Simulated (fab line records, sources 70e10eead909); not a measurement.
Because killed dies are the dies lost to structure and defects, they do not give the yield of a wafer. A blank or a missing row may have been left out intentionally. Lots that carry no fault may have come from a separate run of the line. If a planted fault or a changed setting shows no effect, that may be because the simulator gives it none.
What tool caused it? :: flow nandHarc :: 39 wafers from 13 lots sampled at 5 of the route's 1302 steps

WHAT THE GAUGES READ, wafer by wafer
NHARC_A_CONTACT_OVL_MEAS_09. Usual: overlayXNm 0.1 nm, standard deviation 1; overlayYNm 0.3 nm, standard deviation 0.95.
lot: L964
measured: day 21 20:37
on: overlay-02
overlayXNm (nm): -0.1 -0.1 0.2
overlayYNm (nm): -1.2 -0.9 -1.7
flag: 

lot: L965
measured: day 22 21:05
on: overlay-02
overlayXNm (nm): 1.0 1.7 1.5
overlayYNm (nm): -0.1 0.6 0.1
flag: 

lot: L966
measured: day 22 22:49
on: overlay-02
overlayXNm (nm): 0.1 0.5 -0.2
overlayYNm (nm): 0.6 1.1 0.3
flag: 

lot: L968
measured: day 23 13:54
on: overlay-02
overlayXNm (nm): -0.9 0.0 -0.5
overlayYNm (nm): -1.1 -0.8 -1.2
flag: 

lot: L971
measured: day 24 14:07
on: overlay-02
overlayXNm (nm): -0.2 0.2 -0.2
overlayYNm (nm): -0.6 -1.3 -1.5
flag: 

lot: L976
measured: day 26 20:26
on: overlay-01
overlayXNm (nm): -1.5 -1.2 -1.0
overlayYNm (nm): -1.2 -1.0 -1.2
flag: 

lot: L975
measured: day 27 06:20
on: overlay-01
overlayXNm (nm): -1.8 -2.0 -1.7
overlayYNm (nm): 1.2 0.6 1.4
flag: 

lot: L977
measured: day 27 08:44
on: overlay-01
overlayXNm (nm): 0.9 0.4 1.3
overlayYNm (nm): 1.5 1.7 1.6
flag: 

lot: L984
measured: day 30 09:04
on: overlay-01
overlayXNm (nm): 0.7 1.2 1.4
overlayYNm (nm): 0.1 0.0 0.7
flag: 

lot: L983
measured: day 30 09:40
on: overlay-01
overlayXNm (nm): -1.2 -1.2 -1.0
overlayYNm (nm): 1.2 1.1 0.3
flag: 

lot: L985
measured: day 30 14:22
on: overlay-01
overlayXNm (nm): -1.4 -0.8 -1.1
overlayYNm (nm): -0.3 -0.8 0.1
flag: 

lot: L986
measured: day 31 16:31
on: overlay-01
overlayXNm (nm): 2.0 1.4 1.3
overlayYNm (nm): 1.0 1.3 1.5
flag: 

lot: L987
measured: day 32 14:49
on: overlay-02
overlayXNm (nm): 1.7 1.2 1.3
overlayYNm (nm): 1.4 1.5 1.1
flag: 

NHARC_END_SORT_01. Usual: killedAtArray 63, standard deviation 18; killedAtOther 1.1, standard deviation 1.3; killedAtPeriphery 4.3, standard deviation 2.8; killedDies 68, standard deviation 18; killedOpen 3.3, standard deviation 2; killedShort 2.4, standard deviation 1.6.
lot: L971
measured: day 31 10:41
on: prober-02
killedAtArray: 82
killedAtOther: 4
killedAtPeriphery: 0
killedDies: 86
killedOpen: 2
killedShort: 7
flag: 

lot: L976
measured: day 31 16:52
on: prober-02
killedAtArray: 668 674 673
killedAtOther: 1 0 0
killedAtPeriphery: 8 3 4
killedDies: 677 677 677
killedOpen: 6 3 6
killedShort: 2 3 1
flag: OFF

lot: L975
measured: day 32 01:22
on: prober-01
killedAtArray: 670 665 675
killedAtOther: 1 1 1
killedAtPeriphery: 6 11 1
killedDies: 677 677 677
killedOpen: 2 2 4
killedShort: 1 2 5
flag: OFF

lot: L977
measured: day 32 00:43
on: prober-02
killedAtArray: 674 674 674
killedAtOther: 2 1 1
killedAtPeriphery: 1 2 2
killedDies: 677 677 677
killedOpen: 1 2 1
killedShort: 1 0 2
flag: OFF

EACH LOT AND THE TOOL THAT RAN IT (in order: tool; ch and the chambers of the sampled wafers; start)
lot: L964
NHARC_A_CONTACT_ETCH_134: harCapEtch-02 ch 0,1, day 21 21:50
NHARC_A_CONTACT_ETCH_135: harCapEtch-02 ch 0,1, day 21 22:06
NHARC_A_CONTACT_ETCH_136: harCapEtch-02 ch 0,1, day 21 22:28

lot: L965
NHARC_A_CONTACT_ETCH_134: harCapEtch-02 ch 1, day 22 23:43
NHARC_A_CONTACT_ETCH_135: harCapEtch-02 ch 1, day 22 23:56
NHARC_A_CONTACT_ETCH_136: harCapEtch-02 ch 1, day 23 00:13

lot: L966
NHARC_A_CONTACT_ETCH_134: harCapEtch-01 ch 0,1, day 23 00:02
NHARC_A_CONTACT_ETCH_135: harCapEtch-01 ch 0,1, day 23 00:14
NHARC_A_CONTACT_ETCH_136: harCapEtch-01 ch 0,1, day 23 00:30

lot: L968
NHARC_A_CONTACT_ETCH_134: harCapEtch-03 ch 0,1, day 23 15:14
NHARC_A_CONTACT_ETCH_135: harCapEtch-03 ch 0,1, day 23 15:28
NHARC_A_CONTACT_ETCH_136: harCapEtch-03 ch 0,1, day 23 15:44

lot: L971
NHARC_A_CONTACT_ETCH_134: harCapEtch-03 ch 0,1, day 24 15:20
NHARC_A_CONTACT_ETCH_135: harCapEtch-03 ch 0,1, day 24 15:32
NHARC_A_CONTACT_ETCH_136: harCapEtch-03 ch 0,1, day 24 15:48

lot: L976
NHARC_A_CONTACT_ETCH_134: harCapEtch-03 ch 0, day 26 21:45
NHARC_A_CONTACT_ETCH_135: harCapEtch-03 ch 0, day 26 21:57
NHARC_A_CONTACT_ETCH_136: harCapEtch-03 ch 0, day 26 22:13

lot: L975
NHARC_A_CONTACT_ETCH_134: harCapEtch-03 ch 0,1, day 27 07:49
NHARC_A_CONTACT_ETCH_135: harCapEtch-03 ch 0,1, day 27 08:01
NHARC_A_CONTACT_ETCH_136: harCapEtch-03 ch 0,1, day 27 08:17

lot: L977
NHARC_A_CONTACT_ETCH_134: harCapEtch-01 ch 0,1, day 27 09:57
NHARC_A_CONTACT_ETCH_135: harCapEtch-01 ch 0,1, day 27 10:09
NHARC_A_CONTACT_ETCH_136: harCapEtch-01 ch 0,1, day 27 10:26

lot: L984
NHARC_A_CONTACT_ETCH_134: harCapEtch-03 ch 0,1, day 30 10:17
NHARC_A_CONTACT_ETCH_135: harCapEtch-03 ch 0,1, day 30 10:29
NHARC_A_CONTACT_ETCH_136: harCapEtch-03 ch 0,1, day 30 10:46

lot: L983
NHARC_A_CONTACT_ETCH_134: harCapEtch-01 ch 0,1, day 30 10:53
NHARC_A_CONTACT_ETCH_135: harCapEtch-01 ch 0,1, day 30 11:05
NHARC_A_CONTACT_ETCH_136: harCapEtch-01 ch 0,1, day 30 11:22

lot: L985
NHARC_A_CONTACT_ETCH_134: harCapEtch-02 ch 1, day 30 15:50
NHARC_A_CONTACT_ETCH_135: harCapEtch-02 ch 1, day 30 16:04
NHARC_A_CONTACT_ETCH_136: harCapEtch-02 ch 1, day 30 16:20

lot: L986
NHARC_A_CONTACT_ETCH_134: harCapEtch-03 ch 0,1, day 31 17:48
NHARC_A_CONTACT_ETCH_135: harCapEtch-03 ch 0,1, day 31 18:01
NHARC_A_CONTACT_ETCH_136: harCapEtch-03 ch 0,1, day 31 18:17

lot: L987
NHARC_A_CONTACT_ETCH_134: harCapEtch-03 ch 0,1, day 32 16:02
NHARC_A_CONTACT_ETCH_135: harCapEtch-03 ch 0,1, day 32 16:14
NHARC_A_CONTACT_ETCH_136: harCapEtch-03 ch 0,1, day 32 16:30
- NHARC_A_CONTACT_ETCH_134: etches the open film in C4F8/O2/Ar, time 140 s, target depth 700 nm.
- NHARC_A_CONTACT_ETCH_135: etches the open film in C4F8/O2/Ar, time 311 s, target depth 1912 nm.
- NHARC_A_CONTACT_ETCH_136: etches the open film in C4F8/O2/Ar, time 311 s, target depth 1912 nm.

AS READ BY THE TOOLS THEMSELVES (means over the sampled wafers that have a number; for cases with no such wafer, the mark the record gives instead)
NHARC_A_CONTACT_ETCH_134. Usual: chamberPressureMTorr 20.002 mTorr, standard deviation 0.019; oesAirLineAu 0.996 a.u., standard deviation 0.019.
lot: L964
tool: harCapEtch-02
chamberPressureMTorr (mTorr): 20.006
oesAirLineAu (a.u.): 1.006
flag: 

lot: L965
tool: harCapEtch-02
chamberPressureMTorr (mTorr): 20.001
oesAirLineAu (a.u.): 1.014
flag: 

lot: L966
tool: harCapEtch-01
chamberPressureMTorr (mTorr): 20.006
oesAirLineAu (a.u.): 0.995
flag: 

lot: L968
tool: harCapEtch-03
chamberPressureMTorr (mTorr): 20.017
oesAirLineAu (a.u.): 0.995
flag: 

lot: L971
tool: harCapEtch-03
chamberPressureMTorr (mTorr): 19.990
oesAirLineAu (a.u.): 0.997
flag: 

lot: L976
tool: harCapEtch-03
chamberPressureMTorr (mTorr): 19.999
oesAirLineAu (a.u.): 1.006
flag: 

lot: L975
tool: harCapEtch-03
chamberPressureMTorr (mTorr): 20.000
oesAirLineAu (a.u.): 0.978
flag: 

lot: L977
tool: harCapEtch-01
chamberPressureMTorr (mTorr): 19.989
oesAirLineAu (a.u.): 0.994
flag: 

lot: L984
tool: harCapEtch-03
chamberPressureMTorr (mTorr): 20.000
oesAirLineAu (a.u.): 0.998
flag: 

lot: L983
tool: harCapEtch-01
chamberPressureMTorr (mTorr): 20.015
oesAirLineAu (a.u.): 0.991
flag: 

lot: L985
tool: harCapEtch-02
chamberPressureMTorr (mTorr): 19.981
oesAirLineAu (a.u.): 0.997
flag: 

lot: L986
tool: harCapEtch-03
chamberPressureMTorr (mTorr): 20.004
oesAirLineAu (a.u.): 0.983
flag: 

lot: L987
tool: harCapEtch-03
chamberPressureMTorr (mTorr): 20.014
oesAirLineAu (a.u.): 1.005
flag: 

NHARC_A_CONTACT_ETCH_135. Usual: chamberPressureMTorr 19.999 mTorr, standard deviation 0.017; oesAirLineAu 0.997 a.u., standard deviation 0.019.
lot: L964
tool: harCapEtch-02
chamberPressureMTorr (mTorr): 19.990
oesAirLineAu (a.u.): 0.990
flag: 

lot: L965
tool: harCapEtch-02
chamberPressureMTorr (mTorr): 20.010
oesAirLineAu (a.u.): 0.989
flag: 

lot: L966
tool: harCapEtch-01
chamberPressureMTorr (mTorr): 19.998
oesAirLineAu (a.u.): 1.004
flag: 

lot: L968
tool: harCapEtch-03
chamberPressureMTorr (mTorr): 20.005
oesAirLineAu (a.u.): 0.993
flag: 

lot: L971
tool: harCapEtch-03
chamberPressureMTorr (mTorr): 19.988
oesAirLineAu (a.u.): 0.991
flag: 

lot: L976
tool: harCapEtch-03
chamberPressureMTorr (mTorr): -
oesAirLineAu (a.u.): -
flag: OFF

lot: L975
tool: harCapEtch-03
chamberPressureMTorr (mTorr): -
oesAirLineAu (a.u.): -
flag: OFF

lot: L977
tool: harCapEtch-01
chamberPressureMTorr (mTorr): -
oesAirLineAu (a.u.): -
flag: OFF

lot: L984
tool: harCapEtch-03
chamberPressureMTorr (mTorr): 20.000
oesAirLineAu (a.u.): 0.993
flag: 

lot: L983
tool: harCapEtch-01
chamberPressureMTorr (mTorr): 19.995
oesAirLineAu (a.u.): 1.000
flag: 

lot: L985
tool: harCapEtch-02
chamberPressureMTorr (mTorr): 19.991
oesAirLineAu (a.u.): 0.978
flag: 

lot: L986
tool: harCapEtch-03
chamberPressureMTorr (mTorr): 20.007
oesAirLineAu (a.u.): 1.001
flag: 

lot: L987
tool: harCapEtch-03
chamberPressureMTorr (mTorr): 20.002
oesAirLineAu (a.u.): 0.977
flag: 

NHARC_A_CONTACT_ETCH_136. Usual: chamberPressureMTorr 20.000 mTorr, standard deviation 0.017; oesAirLineAu 1.002 a.u., standard deviation 0.018.
lot: L964
tool: harCapEtch-02
chamberPressureMTorr (mTorr): 20.001
oesAirLineAu (a.u.): 1.015
flag: 

lot: L965
tool: harCapEtch-02
chamberPressureMTorr (mTorr): 20.003
oesAirLineAu (a.u.): 0.974
flag: 

lot: L966
tool: harCapEtch-01
chamberPressureMTorr (mTorr): 20.012
oesAirLineAu (a.u.): 1.000
flag: 

lot: L968
tool: harCapEtch-03
chamberPressureMTorr (mTorr): 19.986
oesAirLineAu (a.u.): 0.996
flag: 

lot: L971
tool: harCapEtch-03
chamberPressureMTorr (mTorr): 20.006
oesAirLineAu (a.u.): 1.014
flag: 

lot: L976
tool: harCapEtch-03
chamberPressureMTorr (mTorr): 20.008
oesAirLineAu (a.u.): 0.994
flag: 

lot: L975
tool: harCapEtch-03
chamberPressureMTorr (mTorr): 19.995
oesAirLineAu (a.u.): 0.993
flag: 

lot: L977
tool: harCapEtch-01
chamberPressureMTorr (mTorr): 19.997
oesAirLineAu (a.u.): 1.006
flag: 

lot: L984
tool: harCapEtch-03
chamberPressureMTorr (mTorr): 20.001
oesAirLineAu (a.u.): 0.995
flag: 

lot: L983
tool: harCapEtch-01
chamberPressureMTorr (mTorr): 19.993
oesAirLineAu (a.u.): 1.008
flag: 

lot: L985
tool: harCapEtch-02
chamberPressureMTorr (mTorr): 19.992
oesAirLineAu (a.u.): 1.002
flag: 

lot: L986
tool: harCapEtch-03
chamberPressureMTorr (mTorr): 20.004
oesAirLineAu (a.u.): 0.991
flag: 

lot: L987
tool: harCapEtch-03
chamberPressureMTorr (mTorr): 19.992
oesAirLineAu (a.u.): 0.999
flag: 

THE ANSWER, worked out from the rows above alone
Rule: lot off if the mean of its wafers having a number is beyond 3 standard deviations from the usual mean. A lot without any number at a reading at which 4 lots or more have one is off too. Where the step has rows for the other lots, those lots are counted as sound. After the gauges, taken in route order, come the tools' own readings; for these a lot's mean is taken, as printed above. At the first step where some lot is off, the reading lying furthest off is the one used; lots without a number count as furthest.
Off: L976, L975, L977, at NHARC_END_SORT_01 (killedAtArray). Neither off nor sound, because the step has no rows for them: L964, L965, L966, L968, L984, L983, L985, L986, L987.
If a tool, at a process step before that reading, ran all the lots that are off and no sound lot after the first of them, it fits. Not tried: the gauges at NHARC_END_SORT_01; whatever is off there is also off at NHARC_A_CONTACT_ETCH_135, on other tools, and gauge error can't account for it. Of those tried, none fits.

WHAT THE SIMULATOR HAD INSERTED
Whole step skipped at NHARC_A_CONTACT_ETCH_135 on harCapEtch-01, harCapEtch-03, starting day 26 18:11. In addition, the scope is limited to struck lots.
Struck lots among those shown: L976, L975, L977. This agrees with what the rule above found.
